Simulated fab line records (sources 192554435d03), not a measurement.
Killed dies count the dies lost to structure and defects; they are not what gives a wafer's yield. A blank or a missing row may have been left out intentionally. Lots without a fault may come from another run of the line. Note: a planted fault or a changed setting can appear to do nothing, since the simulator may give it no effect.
Which tool is to blame? / flow n5-finfet / 24 lots with 72 wafers sampled at 6 steps, on a route of 1938 steps

== WHAT THE GAUGES READ, wafer by wafer ==
N5_BEOL_M2_OVL_MEAS_12.
lot=L074; measured=day 6 19:26; on=overlay-01; M2_OVL (nm)=0.0 0.7 -0.3
lot=L075; measured=day 6 23:31; on=overlay-01; M2_OVL (nm)=1.1 0.8 -0.3
lot=L077; measured=day 7 01:52; on=overlay-02; M2_OVL (nm)=0.3 0.3 1.5
lot=L078; measured=day 7 12:00; on=overlay-01; M2_OVL (nm)=0.3 0.9 -0.4
lot=L079; measured=day 7 18:07; on=overlay-02; M2_OVL (nm)=-0.4 -0.4 0.1
lot=L080; measured=day 8 01:59; on=overlay-02; M2_OVL (nm)=-0.1 0.7 1.1
lot=L081; measured=day 8 02:32; on=overlay-01; M2_OVL (nm)=1.0 0.1 0.5
lot=L082; measured=day 8 13:29; on=overlay-02; M2_OVL (nm)=-0.4 0.5 0.7
lot=L083; measured=day 8 20:10; on=overlay-01; M2_OVL (nm)=0.2 0.6 0.1
lot=L084; measured=day 8 23:38; on=overlay-02; M2_OVL (nm)=0.2 0.6 0.3
lot=L085; measured=day 9 06:25; on=overlay-02; M2_OVL (nm)=-0.1 -0.7 0.5
lot=L086; measured=day 9 12:27; on=overlay-01; M2_OVL (nm)=-0.3 0.9 -0.5
lot=L087; measured=day 9 18:08; on=overlay-01; M2_OVL (nm)=0.8 -0.1 1.5
lot=L089; measured=day 9 23:43; on=overlay-01; M2_OVL (nm)=-0.1 -0.7 -0.4
lot=L088; measured=day 9 23:32; on=overlay-02; M2_OVL (nm)=0.1 -0.4 -0.1
lot=L090; measured=day 10 08:29; on=overlay-02; M2_OVL (nm)=-1.0 -0.5 0.0
lot=L091; measured=day 10 14:32; on=overlay-02; M2_OVL (nm)=-0.9 0.4 0.3
lot=L092; measured=day 10 21:29; on=overlay-01; M2_OVL (nm)=0.2 0.6 0.9
lot=L093; measured=day 11 08:01; on=overlay-02; M2_OVL (nm)=-0.1 0.5 -0.2
lot=L076; measured=day 11 12:52; on=overlay-01; M2_OVL (nm)=0.0 -0.9 -0.2
lot=L094; measured=day 12 06:17; on=overlay-01; M2_OVL (nm)=1.9 0.7 0.7
lot=L095; measured=day 12 11:25; on=overlay-01; M2_OVL (nm)=0.7 0.7 -0.2
lot=L097; measured=day 12 15:28; on=overlay-02; M2_OVL (nm)=-0.3 -0.1 -0.3
lot=L096; measured=day 12 18:14; on=overlay-02; M2_OVL (nm)=-0.8 -0.3 -1.2

== WHICH TOOL RAN EACH LOT (tool, then ch and the chambers of the sampled wafers, then the start) ==
lot=L074; N5_BEOL_M1_SPUTTER_86=pvd-sputter-02, day 6 16:21; N5_BEOL_M1_ANNEAL_87=pvd-sputter-02, day 6 16:26; N5_BEOL_M1_ANNEAL_89=pvd-sputter-02, day 6 16:39; N5_BEOL_M1_ANNEAL_93=pvd-sputter-02, day 6 17:05; N5_BEOL_M2_PECVD_72=pecvd-01 ch 1,2, day 6 18:49
lot=L075; N5_BEOL_M1_SPUTTER_86=pvd-sputter-01, day 6 19:38; N5_BEOL_M1_ANNEAL_87=pvd-sputter-01, day 6 19:43; N5_BEOL_M1_ANNEAL_89=pvd-sputter-01, day 6 19:56; N5_BEOL_M1_ANNEAL_93=pvd-sputter-01, day 6 20:23; N5_BEOL_M2_PECVD_72=pecvd-04 ch 0,1, day 6 22:04
lot=L077; N5_BEOL_M1_SPUTTER_86=pvd-sputter-02, day 6 22:32; N5_BEOL_M1_ANNEAL_87=pvd-sputter-02, day 6 22:37; N5_BEOL_M1_ANNEAL_89=pvd-sputter-02, day 6 22:50; N5_BEOL_M1_ANNEAL_93=pvd-sputter-02, day 6 23:16; N5_BEOL_M2_PECVD_72=pecvd-03 ch 0,1, day 7 00:58
lot=L078; N5_BEOL_M1_SPUTTER_86=pvd-sputter-01, day 7 07:44; N5_BEOL_M1_ANNEAL_87=pvd-sputter-01, day 7 07:49; N5_BEOL_M1_ANNEAL_89=pvd-sputter-01, day 7 08:02; N5_BEOL_M1_ANNEAL_93=pvd-sputter-01, day 7 08:29; N5_BEOL_M2_PECVD_72=pecvd-03 ch 0,2, day 7 10:03
lot=L079; N5_BEOL_M1_SPUTTER_86=pvd-sputter-02, day 7 14:17; N5_BEOL_M1_ANNEAL_87=pvd-sputter-02, day 7 14:22; N5_BEOL_M1_ANNEAL_89=pvd-sputter-02, day 7 14:35; N5_BEOL_M1_ANNEAL_93=pvd-sputter-02, day 7 15:01; N5_BEOL_M2_PECVD_72=pecvd-01 ch 0,2, day 7 16:37
lot=L080; N5_BEOL_M1_SPUTTER_86=pvd-sputter-01, day 7 19:32; N5_BEOL_M1_ANNEAL_87=pvd-sputter-01, day 7 19:37; N5_BEOL_M1_ANNEAL_89=pvd-sputter-01, day 7 19:50; N5_BEOL_M1_ANNEAL_93=pvd-sputter-01, day 7 20:17; N5_BEOL_M2_PECVD_72=pecvd-03 ch 0,1,2, day 7 21:52
lot=L081; N5_BEOL_M1_SPUTTER_86=pvd-sputter-02, day 7 22:24; N5_BEOL_M1_ANNEAL_87=pvd-sputter-02, day 7 22:29; N5_BEOL_M1_ANNEAL_89=pvd-sputter-02, day 7 22:42; N5_BEOL_M1_ANNEAL_93=pvd-sputter-02, day 7 23:08; N5_BEOL_M2_PECVD_72=pecvd-03 ch 1,2, day 8 00:43
lot=L082; N5_BEOL_M1_SPUTTER_86=pvd-sputter-02, day 8 09:58; N5_BEOL_M1_ANNEAL_87=pvd-sputter-02, day 8 10:02; N5_BEOL_M1_ANNEAL_89=pvd-sputter-02, day 8 10:16; N5_BEOL_M1_ANNEAL_93=pvd-sputter-02, day 8 10:42; N5_BEOL_M2_PECVD_72=pecvd-01 ch 1,2, day 8 12:20
lot=L083; N5_BEOL_M1_SPUTTER_86=pvd-sputter-02, day 8 15:11; N5_BEOL_M1_ANNEAL_87=pvd-sputter-02, day 8 15:16; N5_BEOL_M1_ANNEAL_89=pvd-sputter-02, day 8 15:29; N5_BEOL_M1_ANNEAL_93=pvd-sputter-02, day 8 15:55; N5_BEOL_M2_PECVD_72=pecvd-04 ch 0,2, day 8 17:42
lot=L084; N5_BEOL_M1_SPUTTER_86=pvd-sputter-03, day 8 19:59; N5_BEOL_M1_ANNEAL_87=pvd-sputter-03, day 8 20:04; N5_BEOL_M1_ANNEAL_89=pvd-sputter-03, day 8 20:17; N5_BEOL_M1_ANNEAL_93=pvd-sputter-03, day 8 20:44; N5_BEOL_M2_PECVD_72=pecvd-03 ch 1,2, day 8 22:34
lot=L085; N5_BEOL_M1_SPUTTER_86=pvd-sputter-03, day 9 02:48; N5_BEOL_M1_ANNEAL_87=pvd-sputter-03, day 9 02:53; N5_BEOL_M1_ANNEAL_89=pvd-sputter-03, day 9 03:06; N5_BEOL_M1_ANNEAL_93=pvd-sputter-03, day 9 03:32; N5_BEOL_M2_PECVD_72=pecvd-03 ch 0,1,2, day 9 05:18
lot=L086; N5_BEOL_M1_SPUTTER_86=pvd-sputter-01, day 9 09:20; N5_BEOL_M1_ANNEAL_87=pvd-sputter-01, day 9 09:25; N5_BEOL_M1_ANNEAL_89=pvd-sputter-01, day 9 09:38; N5_BEOL_M1_ANNEAL_93=pvd-sputter-01, day 9 10:05; N5_BEOL_M2_PECVD_72=pecvd-04 ch 0,1,2, day 9 11:43
lot=L087; N5_BEOL_M1_SPUTTER_86=pvd-sputter-03, day 9 12:52; N5_BEOL_M1_ANNEAL_87=pvd-sputter-03, day 9 12:57; N5_BEOL_M1_ANNEAL_89=pvd-sputter-03, day 9 13:10; N5_BEOL_M1_ANNEAL_93=pvd-sputter-03, day 9 13:37; N5_BEOL_M2_PECVD_72=pecvd-03 ch 0,1, day 9 15:11
lot=L089; N5_BEOL_M1_SPUTTER_86=pvd-sputter-01, day 9 20:32; N5_BEOL_M1_ANNEAL_87=pvd-sputter-01, day 9 20:37; N5_BEOL_M1_ANNEAL_89=pvd-sputter-01, day 9 20:50; N5_BEOL_M1_ANNEAL_93=pvd-sputter-01, day 9 21:17; N5_BEOL_M2_PECVD_72=pecvd-03 ch 0,1, day 9 22:57
lot=L088; N5_BEOL_M1_SPUTTER_86=pvd-sputter-03, day 9 20:37; N5_BEOL_M1_ANNEAL_87=pvd-sputter-03, day 9 20:42; N5_BEOL_M1_ANNEAL_89=pvd-sputter-03, day 9 20:55; N5_BEOL_M1_ANNEAL_93=pvd-sputter-03, day 9 21:22; N5_BEOL_M2_PECVD_72=pecvd-01 ch 0,2, day 9 22:56
lot=L090; N5_BEOL_M1_SPUTTER_86=pvd-sputter-03, day 10 05:40; N5_BEOL_M1_ANNEAL_87=pvd-sputter-03, day 10 05:45; N5_BEOL_M1_ANNEAL_89=pvd-sputter-03, day 10 05:58; N5_BEOL_M1_ANNEAL_93=pvd-sputter-03, day 10 06:25; N5_BEOL_M2_PECVD_72=pecvd-03 ch 0,1, day 10 07:59
lot=L091; N5_BEOL_M1_SPUTTER_86=pvd-sputter-01, day 10 09:52; N5_BEOL_M1_ANNEAL_87=pvd-sputter-01, day 10 09:57; N5_BEOL_M1_ANNEAL_89=pvd-sputter-01, day 10 10:10; N5_BEOL_M1_ANNEAL_93=pvd-sputter-01, day 10 10:37; N5_BEOL_M2_PECVD_72=pecvd-03 ch 0,1, day 10 12:15
lot=L092; N5_BEOL_M1_SPUTTER_86=pvd-sputter-02, day 10 17:17; N5_BEOL_M1_ANNEAL_87=pvd-sputter-02, day 10 17:22; N5_BEOL_M1_ANNEAL_89=pvd-sputter-02, day 10 17:35; N5_BEOL_M1_ANNEAL_93=pvd-sputter-02, day 10 18:02; N5_BEOL_M2_PECVD_72=pecvd-03 ch 2, day 10 19:37
lot=L093; N5_BEOL_M1_SPUTTER_86=pvd-sputter-01, day 11 02:55; N5_BEOL_M1_ANNEAL_87=pvd-sputter-01, day 11 02:59; N5_BEOL_M1_ANNEAL_89=pvd-sputter-01, day 11 03:13; N5_BEOL_M1_ANNEAL_93=pvd-sputter-01, day 11 03:39; N5_BEOL_M2_PECVD_72=pecvd-03 ch 0,2, day 11 05:29
lot=L076; N5_BEOL_M1_SPUTTER_86=pvd-sputter-02, day 11 10:03; N5_BEOL_M1_ANNEAL_87=pvd-sputter-02, day 11 10:08; N5_BEOL_M1_ANNEAL_89=pvd-sputter-02, day 11 10:21; N5_BEOL_M1_ANNEAL_93=pvd-sputter-02, day 11 10:47; N5_BEOL_M2_PECVD_72=pecvd-03 ch 1,2, day 11 12:22
lot=L094; N5_BEOL_M1_SPUTTER_86=pvd-sputter-02, day 11 14:58; N5_BEOL_M1_ANNEAL_87=pvd-sputter-02, day 11 15:02; N5_BEOL_M1_ANNEAL_89=pvd-sputter-02, day 11 15:16; N5_BEOL_M1_ANNEAL_93=pvd-sputter-02, day 11 23:42; N5_BEOL_M2_PECVD_72=pecvd-03 ch 0,1,2, day 12 01:17
lot=L095; N5_BEOL_M1_SPUTTER_86=pvd-sputter-03, day 12 08:07; N5_BEOL_M1_ANNEAL_87=pvd-sputter-03, day 12 08:11; N5_BEOL_M1_ANNEAL_89=pvd-sputter-03, day 12 08:25; N5_BEOL_M1_ANNEAL_93=pvd-sputter-03, day 12 08:51; N5_BEOL_M2_PECVD_72=pecvd-03 ch 0,1, day 12 10:35
lot=L097; N5_BEOL_M1_SPUTTER_86=pvd-sputter-02, day 12 11:56; N5_BEOL_M1_ANNEAL_87=pvd-sputter-02, day 12 12:01; N5_BEOL_M1_ANNEAL_89=pvd-sputter-02, day 12 12:14; N5_BEOL_M1_ANNEAL_93=pvd-sputter-02, day 12 12:40; N5_BEOL_M2_PECVD_72=pecvd-03 ch 0,1, day 12 14:16
lot=L096; N5_BEOL_M1_SPUTTER_86=pvd-sputter-03, day 12 13:41; N5_BEOL_M1_ANNEAL_87=pvd-sputter-03, day 12 13:46; N5_BEOL_M1_ANNEAL_89=pvd-sputter-03, day 12 13:59; N5_BEOL_M1_ANNEAL_93=pvd-sputter-03, day 12 14:25; N5_BEOL_M2_PECVD_72=pecvd-03 ch 1,2, day 12 16:28
- N5_BEOL_M1_SPUTTER_86: material Cu, target thk 4.5 nm, time 8.29 s.
- N5_BEOL_M1_ANNEAL_87: time 240 s.
- N5_BEOL_M1_ANNEAL_89: time 240 s.
- N5_BEOL_M1_ANNEAL_93: time 240 s.
- N5_BEOL_M2_PECVD_72: deposits SiO2 from TEOS/O2, target thk 16 nm, time 18 s.

== WHAT THE TOOLS THEMSELVES READ (means of the sampled wafers that have a number; where no wafer has one, the mark that the record gives instead) ==
N5_BEOL_M1_SPUTTER_86.
lot=L074; tool=pvd-sputter-02; throttle-valve-pct (%)=30.4
lot=L075; tool=pvd-sputter-01; throttle-valve-pct (%)=28.9
lot=L077; tool=pvd-sputter-02; throttle-valve-pct (%)=29.6
lot=L078; tool=pvd-sputter-01; throttle-valve-pct (%)=29.9
lot=L079; tool=pvd-sputter-02; throttle-valve-pct (%)=29.5
lot=L080; tool=pvd-sputter-01; throttle-valve-pct (%)=30.7
lot=L081; tool=pvd-sputter-02; throttle-valve-pct (%)=30.2
lot=L082; tool=pvd-sputter-02; throttle-valve-pct (%)=30.1
lot=L083; tool=pvd-sputter-02; throttle-valve-pct (%)=29.6
lot=L084; tool=pvd-sputter-03; throttle-valve-pct (%)=28.1
lot=L085; tool=pvd-sputter-03; throttle-valve-pct (%)=29.3
lot=L086; tool=pvd-sputter-01; throttle-valve-pct (%)=29.0
lot=L087; tool=pvd-sputter-03; throttle-valve-pct (%)=28.2
lot=L089; tool=pvd-sputter-01; throttle-valve-pct (%)=29.4
lot=L088; tool=pvd-sputter-03; throttle-valve-pct (%)=28.5
lot=L090; tool=pvd-sputter-03; throttle-valve-pct (%)=29.1
lot=L091; tool=pvd-sputter-01; throttle-valve-pct (%)=28.9
lot=L092; tool=pvd-sputter-02; throttle-valve-pct (%)=29.8
lot=L093; tool=pvd-sputter-01; throttle-valve-pct (%)=29.8
lot=L076; tool=pvd-sputter-02; throttle-valve-pct (%)=30.2
lot=L094; tool=pvd-sputter-02; throttle-valve-pct (%)=29.7
lot=L095; tool=pvd-sputter-03; throttle-valve-pct (%)=29.1
lot=L097; tool=pvd-sputter-02; throttle-valve-pct (%)=30.3
lot=L096; tool=pvd-sputter-03; throttle-valve-pct (%)=29.0

N5_BEOL_M1_ANNEAL_87.
lot=L074; tool=pvd-sputter-02; heater-power-w (W)=811
lot=L075; tool=pvd-sputter-01; heater-power-w (W)=805
lot=L077; tool=pvd-sputter-02; heater-power-w (W)=810
lot=L078; tool=pvd-sputter-01; heater-power-w (W)=811
lot=L079; tool=pvd-sputter-02; heater-power-w (W)=804
lot=L080; tool=pvd-sputter-01; heater-power-w (W)=794
lot=L081; tool=pvd-sputter-02; heater-power-w (W)=815
lot=L082; tool=pvd-sputter-02; heater-power-w (W)=814
lot=L083; tool=pvd-sputter-02; heater-power-w (W)=852
lot=L084; tool=pvd-sputter-03; heater-power-w (W)=782
lot=L085; tool=pvd-sputter-03; heater-power-w (W)=845
lot=L086; tool=pvd-sputter-01; heater-power-w (W)=797
lot=L087; tool=pvd-sputter-03; heater-power-w (W)=781
lot=L089; tool=pvd-sputter-01; heater-power-w (W)=763
lot=L088; tool=pvd-sputter-03; heater-power-w (W)=716
lot=L090; tool=pvd-sputter-03; heater-power-w (W)=813
lot=L091; tool=pvd-sputter-01; heater-power-w (W)=801
lot=L092; tool=pvd-sputter-02; heater-power-w (W)=845
lot=L093; tool=pvd-sputter-01; heater-power-w (W)=758
lot=L076; tool=pvd-sputter-02; heater-power-w (W)=792
lot=L094; tool=pvd-sputter-02; heater-power-w (W)=842
lot=L095; tool=pvd-sputter-03; heater-power-w (W)=809
lot=L097; tool=pvd-sputter-02; heater-power-w (W)=794
lot=L096; tool=pvd-sputter-03; heater-power-w (W)=795

N5_BEOL_M1_ANNEAL_89.
lot=L074; tool=pvd-sputter-02; heater-power-w (W)=825
lot=L075; tool=pvd-sputter-01; heater-power-w (W)=810
lot=L077; tool=pvd-sputter-02; heater-power-w (W)=817
lot=L078; tool=pvd-sputter-01; heater-power-w (W)=813
lot=L079; tool=pvd-sputter-02; heater-power-w (W)=802
lot=L080; tool=pvd-sputter-01; heater-power-w (W)=793
lot=L081; tool=pvd-sputter-02; heater-power-w (W)=822
lot=L082; tool=pvd-sputter-02; heater-power-w (W)=813
lot=L083; tool=pvd-sputter-02; heater-power-w (W)=837
lot=L084; tool=pvd-sputter-03; heater-power-w (W)=777
lot=L085; tool=pvd-sputter-03; heater-power-w (W)=844
lot=L086; tool=pvd-sputter-01; heater-power-w (W)=796
lot=L087; tool=pvd-sputter-03; heater-power-w (W)=787
lot=L089; tool=pvd-sputter-01; heater-power-w (W)=774
lot=L088; tool=pvd-sputter-03; heater-power-w (W)=736
lot=L090; tool=pvd-sputter-03; heater-power-w (W)=799
lot=L091; tool=pvd-sputter-01; heater-power-w (W)=800
lot=L092; tool=pvd-sputter-02; heater-power-w (W)=832
lot=L093; tool=pvd-sputter-01; heater-power-w (W)=770
lot=L076; tool=pvd-sputter-02; heater-power-w (W)=801
lot=L094; tool=pvd-sputter-02; heater-power-w (W)=821
lot=L095; tool=pvd-sputter-03; heater-power-w (W)=806
lot=L097; tool=pvd-sputter-02; heater-power-w (W)=788
lot=L096; tool=pvd-sputter-03; heater-power-w (W)=795

N5_BEOL_M1_ANNEAL_93.
lot=L074; tool=pvd-sputter-02; heater-power-w (W)=811
lot=L075; tool=pvd-sputter-01; heater-power-w (W)=799
lot=L077; tool=pvd-sputter-02; heater-power-w (W)=818
lot=L078; tool=pvd-sputter-01; heater-power-w (W)=832
lot=L079; tool=pvd-sputter-02; heater-power-w (W)=811
lot=L080; tool=pvd-sputter-01; heater-power-w (W)=807
lot=L081; tool=pvd-sputter-02; heater-power-w (W)=814
lot=L082; tool=pvd-sputter-02; heater-power-w (W)=818
lot=L083; tool=pvd-sputter-02; heater-power-w (W)=842
lot=L084; tool=pvd-sputter-03; heater-power-w (W)=788
lot=L085; tool=pvd-sputter-03; heater-power-w (W)=855
lot=L086; tool=pvd-sputter-01; heater-power-w (W)=810
lot=L087; tool=pvd-sputter-03; heater-power-w (W)=775
lot=L089; tool=pvd-sputter-01; heater-power-w (W)=783
lot=L088; tool=pvd-sputter-03; heater-power-w (W)=739
lot=L090; tool=pvd-sputter-03; heater-power-w (W)=807
lot=L091; tool=pvd-sputter-01; heater-power-w (W)=809
lot=L092; tool=pvd-sputter-02; heater-power-w (W)=843
lot=L093; tool=pvd-sputter-01; heater-power-w (W)=779
lot=L076; tool=pvd-sputter-02; heater-power-w (W)=798
lot=L094; tool=pvd-sputter-02; heater-power-w (W)=847
lot=L095; tool=pvd-sputter-03; heater-power-w (W)=801
lot=L097; tool=pvd-sputter-02; heater-power-w (W)=798
lot=L096; tool=pvd-sputter-03; heater-power-w (W)=796

N5_BEOL_M2_PECVD_72.
lot=L074; tool=pecvd-01; heater-power-w (W)=579; showerhead-plenum-p-Torr (Torr)=8.75; throttle-valve-pct (%)=21.7
lot=L075; tool=pecvd-04; heater-power-w (W)=799; showerhead-plenum-p-Torr (Torr)=8.78; throttle-valve-pct (%)=22.2
lot=L077; tool=pecvd-03; heater-power-w (W)=659; showerhead-plenum-p-Torr (Torr)=8.76; throttle-valve-pct (%)=22.5
lot=L078; tool=pecvd-03; heater-power-w (W)=708; showerhead-plenum-p-Torr (Torr)=8.74; throttle-valve-pct (%)=22.3
lot=L079; tool=pecvd-01; heater-power-w (W)=693; showerhead-plenum-p-Torr (Torr)=8.83; throttle-valve-pct (%)=22.0
lot=L080; tool=pecvd-03; heater-power-w (W)=711; showerhead-plenum-p-Torr (Torr)=8.76; throttle-valve-pct (%)=21.9
lot=L081; tool=pecvd-03; heater-power-w (W)=716; showerhead-plenum-p-Torr (Torr)=8.74; throttle-valve-pct (%)=21.2
lot=L082; tool=pecvd-01; heater-power-w (W)=639; showerhead-plenum-p-Torr (Torr)=8.74; throttle-valve-pct (%)=21.8
lot=L083; tool=pecvd-04; heater-power-w (W)=735; showerhead-plenum-p-Torr (Torr)=8.77; throttle-valve-pct (%)=21.2
lot=L084; tool=pecvd-03; heater-power-w (W)=634; showerhead-plenum-p-Torr (Torr)=8.77; throttle-valve-pct (%)=21.4
lot=L085; tool=pecvd-03; heater-power-w (W)=732; showerhead-plenum-p-Torr (Torr)=8.75; throttle-valve-pct (%)=21.9
lot=L086; tool=pecvd-04; heater-power-w (W)=812; showerhead-plenum-p-Torr (Torr)=8.78; throttle-valve-pct (%)=21.4
lot=L087; tool=pecvd-03; heater-power-w (W)=685; showerhead-plenum-p-Torr (Torr)=8.78; throttle-valve-pct (%)=22.3
lot=L089; tool=pecvd-03; heater-power-w (W)=665; showerhead-plenum-p-Torr (Torr)=8.76; throttle-valve-pct (%)=22.2
lot=L088; tool=pecvd-01; heater-power-w (W)=658; showerhead-plenum-p-Torr (Torr)=8.76; throttle-valve-pct (%)=21.1
lot=L090; tool=pecvd-03; heater-power-w (W)=655; showerhead-plenum-p-Torr (Torr)=8.76; throttle-valve-pct (%)=22.7
lot=L091; tool=pecvd-03; heater-power-w (W)=711; showerhead-plenum-p-Torr (Torr)=8.76; throttle-valve-pct (%)=22.1
lot=L092; tool=pecvd-03; heater-power-w (W)=671; showerhead-plenum-p-Torr (Torr)=8.70; throttle-valve-pct (%)=19.8
lot=L093; tool=pecvd-03; heater-power-w (W)=785; showerhead-plenum-p-Torr (Torr)=8.72; throttle-valve-pct (%)=21.0
lot=L076; tool=pecvd-03; heater-power-w (W)=728; showerhead-plenum-p-Torr (Torr)=8.73; throttle-valve-pct (%)=20.5
lot=L094; tool=pecvd-03; heater-power-w (W)=681; showerhead-plenum-p-Torr (Torr)=8.74; throttle-valve-pct (%)=21.7
lot=L095; tool=pecvd-03; heater-power-w (W)=658; showerhead-plenum-p-Torr (Torr)=8.76; throttle-valve-pct (%)=22.8
lot=L097; tool=pecvd-03; heater-power-w (W)=643; showerhead-plenum-p-Torr (Torr)=8.76; throttle-valve-pct (%)=22.8
lot=L096; tool=pecvd-03; heater-power-w (W)=735; showerhead-plenum-p-Torr (Torr)=8.72; throttle-valve-pct (%)=20.5

== THE ANSWER, worked out from the rows above alone ==
Rule: the usual values come from the lots themselves. The widest of any qualifying gaps counts: lots, ordered by their means at a reading, are off when they make up no more than a third of the lots, leave a main group of 4 or more, and stand apart from it by 3 or more times the standard deviation of that group's means. Not used: any main group whose means are identical at the precision the tables above print for the reading. A lot without any number at a reading at which 4 lots or more have one is off too. The other lots that the step has rows for count as sound. The gauges are gone through in route order, then the tools' own readings, and for those a lot's mean is taken as printed above. At the first step where some lot is off, the reading lying furthest off is the one used; lots without a number count as furthest.
None of the lots is off at any reading shown; this tells nothing.

== WHAT WAS PUT IN BY THE SIMULATOR ==
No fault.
